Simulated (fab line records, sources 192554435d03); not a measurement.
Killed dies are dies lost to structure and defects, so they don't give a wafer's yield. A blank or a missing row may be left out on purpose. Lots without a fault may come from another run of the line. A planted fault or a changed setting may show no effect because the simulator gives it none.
Which tool did it? | flow n5_finfet | 21 lots, 63 wafers sampled, at 4 steps of a route of 1938

WHAT THE GAUGES READ, wafer by wafer
N5_ILD0_THK_MEAS_04. Usual: thk_nm 197.2 nm, standard deviation 0.97.
lot  | measured    | on            | thk_nm (nm)       | flag
L074 | day 3 10:59 | film_metro-02 | 196.8 197.7 197.3 |
L075 | day 3 19:08 | film_metro-02 | 195.2 195.9 196.4 |
L076 | day 4 03:14 | film_metro-01 | 196.3 197.4 198.1 |
L077 | day 4 08:17 | film_metro-02 | 197.2 197.3 196.7 |
L078 | day 4 13:57 | film_metro-02 | 197.0 195.6 197.0 |
L080 | day 5 03:55 | film_metro-01 | 197.5 197.0 197.7 |
L081 | day 5 08:44 | film_metro-02 | 198.4 198.4 196.5 |
L082 | day 5 19:49 | film_metro-01 | 198.6 197.7 197.6 |
L083 | day 6 03:17 | film_metro-02 | 197.0 196.4 198.0 |
L084 | day 6 04:13 | film_metro-02 | 199.8 197.3 197.6 |
L085 | day 6 14:05 | film_metro-01 | 196.4 196.6 196.5 |
L086 | day 6 21:02 | film_metro-01 | 196.9 197.3 198.6 |
L088 | day 7 04:13 | film_metro-01 | 195.4 196.4 196.2 |
L089 | day 7 09:44 | film_metro-02 | 198.2 197.0 198.0 |
L091 | day 8 04:41 | film_metro-02 | 195.6 198.3 196.9 |
L092 | day 8 05:35 | film_metro-02 | 199.4 198.2 198.9 |
L093 | day 8 18:20 | film_metro-01 | 197.0 196.8 196.8 |
L094 | day 8 19:10 | film_metro-02 | 198.8 197.7 197.5 |
L095 | day 8 23:27 | film_metro-02 | 198.7 197.7 199.1 |
L096 | day 9 08:17 | film_metro-01 | 195.5 196.9 196.8 |
L097 | day 9 13:20 | film_metro-02 | 196.6 196.8 197.5 |

WHICH TOOL RAN EACH LOT (tool, then ch and the chambers of the sampled wafers, then the start)
lot  | N5_DUMMY_GATE_DESCUM_20           | N5_SD_EPI_P_ETCH_47               | N5_SD_EPI_P_STRIP_40
L074 | rie_diel-05 ch 0,2, day 2 20:32   | rie_diel-05 ch 0,2,3, day 3 04:15 | plasma_asher-01 ch 0,1, day 3 04:34
L075 | rie_diel-02 ch 0,2,3, day 3 04:38 | rie_diel-02 ch 0,1, day 3 12:26   | plasma_asher-02 ch 0,1, day 3 12:47
L076 | rie_diel-02 ch 1,3, day 3 12:35   | rie_diel-05 ch 0,2,3, day 3 20:31 | plasma_asher-02 ch 1, day 3 20:53
L077 | rie_diel-02 ch 2,3, day 3 17:17   | rie_diel-06 ch 0,2,3, day 4 00:38 | plasma_asher-01 ch 0,1, day 4 00:58
L078 | rie_diel-02 ch 0,1,3, day 3 21:55 | rie_diel-06 ch 0,1,3, day 4 06:05 | plasma_asher-02 ch 0,1, day 4 06:25
L080 | rie_diel-06 ch 1,2,3, day 4 12:05 | rie_diel-05 ch 0,1,2, day 4 20:15 | plasma_asher-02 ch 0,1, day 4 20:34
L081 | rie_diel-06 ch 1,3, day 4 16:25   | rie_diel-02 ch 0,1,3, day 5 01:47 | plasma_asher-02 ch 0,1, day 5 02:06
L082 | rie_diel-02 ch 1,3, day 5 03:21   | rie_diel-05 ch 0,1,3, day 5 10:38 | plasma_asher-02 ch 0,1, day 5 10:58
L083 | rie_diel-05 ch 1,2,3, day 5 07:34 | rie_diel-05 ch 2,3, day 5 18:37   | plasma_asher-01 ch 0,1, day 5 18:56
L084 | rie_diel-06 ch 0,3, day 5 13:22   | rie_diel-06 ch 0,1,2, day 5 21:20 | plasma_asher-02 ch 0,1, day 5 21:38
L085 | rie_diel-02 ch 0,1,3, day 5 18:36 | rie_diel-02 ch 1,2,3, day 6 05:59 | plasma_asher-01 ch 0, day 6 06:20
L086 | rie_diel-02 ch 0,1, day 5 22:05   | rie_diel-05 ch 0,1, day 6 13:28   | plasma_asher-02 ch 1, day 6 13:50
L088 | rie_diel-02 ch 1,3, day 6 10:13   | rie_diel-02 ch 1,2,3, day 6 19:31 | plasma_asher-01 ch 0,1, day 6 19:51
L089 | rie_diel-05 ch 1,2,3, day 6 16:19 | rie_diel-06 ch 0,1,3, day 7 01:02 | plasma_asher-02 ch 0,1, day 7 01:22
L091 | rie_diel-02 ch 0,2, day 7 10:58   | rie_diel-02 ch 1,2,3, day 7 20:03 | plasma_asher-01 ch 0,1, day 7 20:22
L092 | rie_diel-05 ch 0,2, day 7 13:06   | rie_diel-06 ch 0,1,3, day 7 21:27 | plasma_asher-02 ch 0, day 7 21:46
L093 | rie_diel-02 ch 1,2, day 7 22:58   | rie_diel-06 ch 0,1,2, day 8 10:13 | plasma_asher-02 ch 0,1, day 8 10:32
L094 | rie_diel-05 ch 1,2, day 8 02:07   | rie_diel-02 ch 0,2,3, day 8 11:29 | plasma_asher-01 ch 0,1, day 8 11:48
L095 | rie_diel-06 ch 0,1, day 8 05:53   | rie_diel-06 ch 0,1,2, day 8 15:49 | plasma_asher-02 ch 0, day 8 16:08
L096 | rie_diel-02 ch 1,3, day 8 14:01   | rie_diel-02 ch 1,3, day 9 00:24   | plasma_asher-01 ch 0,1, day 9 00:43
L097 | rie_diel-02 ch 0,3, day 8 21:02   | rie_diel-05 ch 0,1,2, day 9 06:28 | plasma_asher-01 ch 0,1, day 9 06:46
- N5_DUMMY_GATE_DESCUM_20: chemistry O2, time 6.2 s.
- N5_SD_EPI_P_ETCH_47: etches SiOCN in CH3F/O2, target depth 25 nm.
- N5_SD_EPI_P_STRIP_40: strips in N2/H2.

WHAT THE TOOLS THEMSELVES READ (means of the sampled wafers that have a number; where no wafer has one, the mark that the record gives instead)
N5_DUMMY_GATE_DESCUM_20. Usual: drypump_motor_current_A 5.7 A, standard deviation 0.55; oes_product_au 0.78 a.u., standard deviation 0.083; rf_vpp_V 243.2 V, standard deviation 1.5; showerhead_plenum_p_Torr 2.09 Torr, standard deviation 0.08; throttle_valve_pct 20.49 %, standard deviation 0.22.
lot  | tool        | drypump_motor_current_A (A) | oes_product_au (a.u.) | rf_vpp_V (V) | showerhead_plenum_p_Torr (Torr) | throttle_valve_pct (%) | flag
L074 | rie_diel-05 | 5.6                         | 0.74                  | 243.3        | 2.09                            | 20.48                  |
L075 | rie_diel-02 | 5.6                         | 0.75                  | 242.5        | 2.06                            | 20.54                  |
L076 | rie_diel-02 | 6.3                         | 0.72                  | 244.7        | 2.18                            | 20.48                  |
L077 | rie_diel-02 | 5.6                         | 0.79                  | 243.1        | 2.08                            | 20.35                  |
L078 | rie_diel-02 | 5.8                         | 0.72                  | 242.7        | 2.11                            | 20.63                  |
L080 | rie_diel-06 | 6.2                         | 0.81                  | 242.3        | 2.05                            | 20.39                  |
L081 | rie_diel-06 | 5.9                         | 0.79                  | 242.2        | 2.02                            | 20.34                  |
L082 | rie_diel-02 | 6.2                         | 0.72                  | 243.9        | 2.17                            | 20.50                  |
L083 | rie_diel-05 | 5.6                         | 0.74                  | 243.6        | 2.08                            | 20.65                  |
L084 | rie_diel-06 | 6.3                         | 0.87                  | 242.1        | 2.08                            | 20.28                  |
L085 | rie_diel-02 | 5.7                         | 0.71                  | 243.5        | 2.10                            | 20.64                  |
L086 | rie_diel-02 | 5.4                         | 0.74                  | 243.2        | 2.11                            | 20.64                  |
L088 | rie_diel-02 | 6.2                         | 0.70                  | 244.9        | 2.17                            | 20.52                  |
L089 | rie_diel-05 | 5.6                         | 0.73                  | 243.5        | 2.08                            | 20.66                  |
L091 | rie_diel-02 | 5.1                         | 0.86                  | 242.2        | 2.09                            | 20.39                  |
L092 | rie_diel-05 | 5.5                         | 0.72                  | 243.0        | 2.08                            | 20.62                  |
L093 | rie_diel-02 | 5.4                         | 0.77                  | 244.7        | 2.13                            | 20.45                  |
L094 | rie_diel-05 | 5.5                         | 0.74                  | 244.4        | 2.11                            | 20.69                  |
L095 | rie_diel-06 | 5.6                         | 0.78                  | 242.2        | 2.03                            | 20.24                  |
L096 | rie_diel-02 | 6.3                         | 0.90                  | 243.9        | 2.16                            | 20.29                  |
L097 | rie_diel-02 | 6.1                         | 0.95                  | 244.9        | 2.17                            | 20.30                  |

N5_SD_EPI_P_ETCH_47. Usual: O2_flow_sccm 19.99 sccm, standard deviation 0.069; drypump_motor_current_A 5.8 A, standard deviation 0.5; oes_product_au 0.79 a.u., standard deviation 0.082; rf_vpp_V 126.9 V, standard deviation 1.4; showerhead_plenum_p_Torr 2.00 Torr, standard deviation 0.07; throttle_valve_pct 16.36 %, standard deviation 0.22.
lot  | tool        | O2_flow_sccm (sccm) | drypump_motor_current_A (A) | oes_product_au (a.u.) | rf_vpp_V (V) | showerhead_plenum_p_Torr (Torr) | throttle_valve_pct (%) | flag
L074 | rie_diel-05 | 19.99               | 5.6                         | 0.73                  | 127.1        | 1.96                            | 16.47                  |
L075 | rie_diel-02 | 20.02               | 5.4                         | 0.74                  | 125.5        | 2.02                            | 16.48                  |
L076 | rie_diel-05 | 20.01               | 5.6                         | 0.72                  | 126.7        | 1.96                            | 16.48                  |
L077 | rie_diel-06 | 19.99               | 6.2                         | 0.87                  | 126.7        | 2.01                            | 16.18                  |
L078 | rie_diel-06 | 19.93               | 5.9                         | 0.85                  | 125.9        | 1.97                            | 16.15                  |
L080 | rie_diel-05 | 20.03               | 5.6                         | 0.75                  | 128.2        | 2.02                            | 16.44                  |
L081 | rie_diel-02 | 20.02               | 5.8                         | 0.72                  | 126.0        | 2.01                            | 16.54                  |
L082 | rie_diel-05 | 19.98               | 5.7                         | 0.72                  | 127.5        | 1.98                            | 16.45                  |
L083 | rie_diel-05 | 20.02               | 5.5                         | 0.73                  | 126.9        | 1.96                            | 16.61                  |
L084 | rie_diel-06 | 20.00               | 5.9                         | 0.80                  | 126.8        | 1.99                            | 16.22                  |
L085 | rie_diel-02 | 20.03               | 5.7                         | 0.76                  | 126.9        | 2.02                            | 16.29                  |
L086 | rie_diel-05 | 20.07               | 5.8                         | 0.74                  | 127.5        | 2.04                            | 16.41                  |
L088 | rie_diel-02 | 19.98               | 5.8                         | 0.75                  | 126.6        | 2.02                            | 16.30                  |
L089 | rie_diel-06 | 20.01               | 5.9                         | 0.82                  | 126.1        | 1.97                            | 16.18                  |
L091 | rie_diel-02 | 19.94               | 5.7                         | 0.84                  | 127.0        | 2.02                            | 16.16                  |
L092 | rie_diel-06 | 20.00               | 6.0                         | 0.82                  | 126.4        | 1.97                            | 16.19                  |
L093 | rie_diel-06 | 19.95               | 5.9                         | 0.79                  | 126.5        | 1.99                            | 16.26                  |
L094 | rie_diel-02 | 20.00               | 5.6                         | 0.90                  | 127.1        | 2.04                            | 16.22                  |
L095 | rie_diel-06 | 20.05               | 5.9                         | 0.79                  | 127.1        | 1.98                            | 16.26                  |
L096 | rie_diel-02 | 20.02               | 5.9                         | 0.80                  | 127.5        | 2.06                            | 16.23                  |
L097 | rie_diel-05 | 19.95               | 5.6                         | 0.81                  | 127.8        | 2.01                            | 16.37                  |

N5_SD_EPI_P_STRIP_40. Usual: drypump_motor_current_A 5.83 A, standard deviation 0.051; h2_flow_sccm 3249 sccm, standard deviation 9.7; heater_power_w 355 W, standard deviation 40; oes_product_au 0.761 a.u., standard deviation 0.011.
lot  | tool            | drypump_motor_current_A (A) | h2_flow_sccm (sccm) | heater_power_w (W) | oes_product_au (a.u.) | flag
L074 | plasma_asher-01 | 5.83                        | 3252                | 342                | 0.759                 |
L075 | plasma_asher-02 | 5.82                        | 3240                | 355                | 0.762                 |
L076 | plasma_asher-02 | 5.79                        | 3248                | 326                | 0.768                 |
L077 | plasma_asher-01 | 5.84                        | 3246                | 331                | 0.768                 |
L078 | plasma_asher-02 | 5.81                        | 3262                | 359                | 0.755                 |
L080 | plasma_asher-02 | 5.86                        | 3246                | 382                | 0.770                 |
L081 | plasma_asher-02 | 5.84                        | 3257                | 385                | 0.758                 |
L082 | plasma_asher-02 | 5.82                        | 3246                | 352                | 0.759                 |
L083 | plasma_asher-01 | 5.84                        | 3249                | 325                | 0.754                 |
L084 | plasma_asher-02 | 5.86                        | 3238                | 387                | 0.752                 |
L085 | plasma_asher-01 | 5.83                        | 3252                | 360                | 0.764                 |
L086 | plasma_asher-02 | 5.75                        | 3244                | 331                | 0.758                 |
L088 | plasma_asher-01 | 5.80                        | 3243                | 326                | 0.760                 |
L089 | plasma_asher-02 | 5.81                        | 3242                | 353                | 0.760                 |
L091 | plasma_asher-01 | 5.81                        | 3251                | 325                | 0.751                 |
L092 | plasma_asher-02 | 5.91                        | 3244                | 408                | 0.768                 |
L093 | plasma_asher-02 | 5.85                        | 3256                | 382                | 0.756                 |
L094 | plasma_asher-01 | 5.83                        | 3248                | 342                | 0.757                 |
L095 | plasma_asher-02 | 5.89                        | 3247                | 409                | 0.759                 |
L096 | plasma_asher-01 | 5.82                        | 3259                | 342                | 0.775                 |
L097 | plasma_asher-01 | 5.84                        | 3247                | 327                | 0.763                 |

THE ANSWER, worked out from the rows above alone
Rule: a lot is off if the mean of its wafers that have a number lies more than 3 standard deviations from the usual mean. A lot without any number at a reading at which 4 lots or more have one is off too. The other lots that the step has rows for count as sound. The gauges are gone through in route order, then the tools' own readings, and for those a lot's mean is taken as printed above. The first step at which some lot is off is used, and at that step the reading that is off furthest; a lot without a number counts as furthest.
No lot is off at any reading shown: from this, nothing can be told.

WHAT THE SIMULATOR HAD PUT IN
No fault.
